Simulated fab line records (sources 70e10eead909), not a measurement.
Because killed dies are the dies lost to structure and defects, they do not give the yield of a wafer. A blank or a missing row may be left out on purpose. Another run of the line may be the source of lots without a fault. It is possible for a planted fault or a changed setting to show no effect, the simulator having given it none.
Matching of chambers    flow nand-harc    NHARC_P_M1_CMP_23 on cmp-02: 4 sister chambers
The step polishes, t overpolish 20 s, target thk 157.82 nm. 4 wafers are shown with their chamber, then 10 later ones without.

## WAFERS WITH THEIR CHAMBER
wafer   chamber  motor-current-A (A)
L078.3  0        13.5
L080.5  2        12.2
L089.1  1        12.7
L089.3  3        10.6

## WAFERS WHOSE CHAMBER IS MISSING
wafer   motor-current-A (A)
L089.4  13.9
L091.2  12.3
L091.3  13.2
L091.6  13.0
L093.2  13.8
L093.3  13.2
L093.5  12.0
L096.1  10.6
L096.3  12.8
L096.4  12.7

## EACH ONE'S CHAMBER
wafer    from the rows above       in truth
L089.4   0                         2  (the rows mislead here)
L091.2   can't be placed: 2 or 1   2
L091.3   can't be placed: 0 or 1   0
L091.6   can't be placed: 1 or 0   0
L093.2   0                         0
L093.3   can't be placed: 0 or 1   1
L093.5   2                         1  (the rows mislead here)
L096.1   3                         3
L096.3   1                         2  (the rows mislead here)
L096.4   1                         1
3 of 10 placed correctly. From these rows, 4 cannot be placed; in 4 the true chamber is one of the candidates. Placed wrongly: 3.
How it was worked out, from the rows above alone: a wafer's distance from a chamber is the root of the sum, over the readings, of the square of ((its reading less the chamber's mean) divided by the reading's scatter). The wafer belongs to the nearest chamber; if the next one is less than 2 further off, it can't be placed. Each chamber's mean is taken over the wafers shown for it. The scatter: root of mean squared gap, hidden wafer to nearest shown wafer, with one shown wafer a chamber.
